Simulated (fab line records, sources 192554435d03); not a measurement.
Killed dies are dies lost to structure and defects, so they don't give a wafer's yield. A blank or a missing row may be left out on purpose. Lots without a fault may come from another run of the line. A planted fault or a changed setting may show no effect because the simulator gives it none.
Split-lot experiment | flow n5_finfet | 7 lots, 39 wafers read, on a route of 1938 steps

THE SPLIT
At N5_BEOL_M7_DEP_56 (deposits SiCN from 3MS/NH3, target thk 10 nm, time 17.5 s), the setting target_thk_a was moved away from the recipe's 100 angstrom on 15 of the 39 wafers read, by +18.7% to +57.5%. The other wafers ran this setting at the recipe's value.

The reading is taken at the split's own step.

THE READING
SiCN_of_BEOL_M7_DEP_56.thk_nm (the simulator's own value, which no gauge read), in nm, at N5_BEOL_M7_DEP_56 (deposits SiCN from 3MS/NH3, target thk 10 nm, time 17.5 s). The file gives no usual value for it. The 24 wafers here that ran the recipe average 10.1 nm, standard deviation 0.22 nm.

wafer  | tool, chamber at the split | target_thk_a as run, angstrom | against the recipe | SiCN_of_BEOL_M7_DEP_56.thk_nm, nm | against lot-mates on the recipe
L074.1 | pecvd-02, 0                | 100                           | recipe             | 10.2                              | -
L074.2 | pecvd-02, 2                | 157.5                         | +57.5%             | 15.6                              | +5.4
L074.3 | pecvd-02, 1                | 157.5                         | +57.5%             | 15.8                              | +5.6
L074.4 | pecvd-02, 2                | 100                           | recipe             | 10                                | -
L074.5 | pecvd-02, 1                | 100                           | recipe             | 10.4                              | -
L074.6 | pecvd-02, 0                | 157.5                         | +57.5%             | 16.2                              | +6.0
L077.1 | pecvd-02, 1,0              | 156.3                         | +56.3%             | 15.6                              | +5.5
L077.3 | pecvd-02, 1,0              | 156.3                         | +56.3%             | 15.6                              | +5.5
L077.2 | pecvd-02, 2                | 100                           | recipe             | 10                                | -
L077.6 | pecvd-02, 2                | 100                           | recipe             | 10                                | -
L077.4 | pecvd-02, 0                | 156.3                         | +56.3%             | 15.8                              | +5.7
L077.5 | pecvd-02, 1                | 100                           | recipe             | 10.4                              | -
L080.2 | pecvd-03, 0,1              | 100                           | recipe             | 9.6                               | -
L080.3 | pecvd-03, 0,1              | 100                           | recipe             | 9.6                               | -
L080.6 | pecvd-03, 2                | 100                           | recipe             | 10                                | -
L082.1 | pecvd-03, 0                | 139.8                         | +39.8%             | 13.8                              | +3.8
L082.2 | pecvd-03, 2                | 139.8                         | +39.8%             | 14                                | +4.0
L082.4 | pecvd-03, 2                | 139.8                         | +39.8%             | 14                                | +4.0
L082.3 | pecvd-03, 1,1,0            | 100                           | recipe             | 10                                | -
L082.5 | pecvd-03, 1,1,0            | 100                           | recipe             | 10                                | -
L082.6 | pecvd-03, 1,1,0            | 100                           | recipe             | 10                                | -
L088.1 | pecvd-01, 2                | 100                           | recipe             | 9.8                               | -
L088.2 | pecvd-01, 1                | 118.7                         | +18.7%             | 11.6                              | +1.7
L088.3 | pecvd-01, 0                | 118.7                         | +18.7%             | 11.8                              | +1.9
L088.4 | pecvd-01, 1,0              | 100                           | recipe             | 10                                | -
L088.5 | pecvd-01, 1,0              | 100                           | recipe             | 10                                | -
L088.6 | pecvd-01, 2                | 118.7                         | +18.7%             | 12                                | +2.1
L095.1 | pecvd-01, 2                | 100                           | recipe             | 9.8                               | -
L095.2 | pecvd-01, 0,1              | 127.9                         | +27.9%             | 12.8                              | +2.9
L095.6 | pecvd-01, 0,1              | 127.9                         | +27.9%             | 12.8                              | +2.9
L095.3 | pecvd-01, 1                | 127.9                         | +27.9%             | 12.6                              | +2.7
L095.4 | pecvd-01, 2,0              | 100                           | recipe             | 10                                | -
L095.5 | pecvd-01, 2,0              | 100                           | recipe             | 10                                | -
L096.1 | pecvd-02, 2,1,0,1          | 100                           | recipe             | 10.2                              | -
L096.2 | pecvd-02, 2,1,0,1          | 100                           | recipe             | 10.2                              | -
L096.3 | pecvd-02, 2,1,0,1          | 100                           | recipe             | 10.2                              | -
L096.5 | pecvd-02, 2,1,0,1          | 100                           | recipe             | 10.2                              | -
L096.4 | pecvd-02, 0,2              | 100                           | recipe             | 10.4                              | -
L096.6 | pecvd-02, 0,2              | 100                           | recipe             | 10.4                              | -
Where a row lists several chambers, the file gives one row for several wafers and doesn't say which wafer went through which chamber.

THE FIT
A straight line over all 39 wafers: SiCN_of_BEOL_M7_DEP_56.thk_nm changes by +0.0995 nm for each +1% of target_thk_a; r = +1.00; the points scatter about the line by 0.21 nm.
The same after taking each lot's own level away (the mean of its wafers on the recipe; 39 wafers): +0.0986 nm for each +1%; r = +1.00; scatter 0.14 nm.
On that fit, the largest move of target_thk_a shifts the reading by 5.7 nm.
The lots' own levels span 9.73 to 10.27 nm, that is 2.4 times the standard deviation above.
So the lot-to-lot level changes the slope little: the two slopes agree.
Check: with one of the wafers moved furthest among these (+57.5%) left out of the fit, the line predicts +5.71 nm for it against its lot-mates. It came out at +5.4 nm against them.

OTHER SPLITS ON THESE WAFERS
These wafers also went through other splits before the reading. Each is held against what the fit with the lots' levels taken away leaves over:
other split on the same wafers           | wafers away from the commonest value | r with SiCN_of_BEOL_M7_DEP_56.thk_nm (lot level and that fit taken away)
N5_BEOL_M6_TRENCH_ETCH_37 target_depth_a | 15                                   | +0.12

THE FILE'S OWN FIT
SiCN_of_BEOL_M7_DEP_56.thk_nm changes by +0.0987 nm for each +1% of target_thk_a, r = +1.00.
